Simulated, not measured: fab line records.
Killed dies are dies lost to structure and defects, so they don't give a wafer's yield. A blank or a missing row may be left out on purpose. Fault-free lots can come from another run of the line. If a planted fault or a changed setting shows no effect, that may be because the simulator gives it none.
Which tool was responsible? -- flow nandHarc -- 15 lots, 45 wafers sampled, at 1 step of a route of 1302

WHAT THE GAUGES SHOWED, per wafer
NHARC_A_CONTACT_INSPECT_10. Usual: rawDefectCount reads 91 (standard deviation 30).
lot,measured,on,rawDefectCount,flag
L458,day 22 12:24,defectInspect-02,107 116 110,
L461,day 23 05:36,defectInspect-02,105 106 95,
L460,day 23 06:58,defectInspect-01,106 101 116,
L459,day 23 09:27,defectInspect-01,146 155 127,
L462,day 23 18:05,defectInspect-01,93 109 100,
L464,day 24 20:37,defectInspect-02,121 109 101,
L463,day 25 10:21,defectInspect-02,38 31 31,
L466,day 25 19:21,defectInspect-02,91 81 89,
L474,day 28 22:09,defectInspect-02,62 80 57,
L473,day 28 23:43,defectInspect-02,81 69 81,
L476,day 29 19:02,defectInspect-01,111 108 111,
L475,day 29 21:51,defectInspect-01,90 98 93,
L477,day 30 11:20,defectInspect-01,147 134 151,
L481,day 31 23:25,defectInspect-01,96 92 111,
L478,day 32 01:05,defectInspect-02,79 78 79,

WHICH TOOL RAN EACH LOT (tool, then ch and the chambers of the sampled wafers, then the start)
The record shows no process step preceding these readings.

AS READ BY THE TOOLS THEMSELVES (means over the sampled wafers that have a number; for cases with no such wafer, the mark the record gives instead)
The record holds no such reading with a usual standard deviation.

THE ANSWER, worked out from the rows above alone
Rule: a lot counts as off when the mean over its wafers that have a number is more than 3 standard deviations away from the usual mean. Also off: a lot with no number at a reading for which 4 or more lots have one. Where the step has rows for the other lots, those lots are counted as sound. First the gauges in route order, then the tools' own readings, where a lot's mean is used as printed above. The first step at which some lot is off is used, and at that step the reading that is off furthest; a lot without a number counts as furthest.
No lot is off on any of the readings shown, so nothing can be concluded from this.

WHAT THE SIMULATOR HAD PUT IN
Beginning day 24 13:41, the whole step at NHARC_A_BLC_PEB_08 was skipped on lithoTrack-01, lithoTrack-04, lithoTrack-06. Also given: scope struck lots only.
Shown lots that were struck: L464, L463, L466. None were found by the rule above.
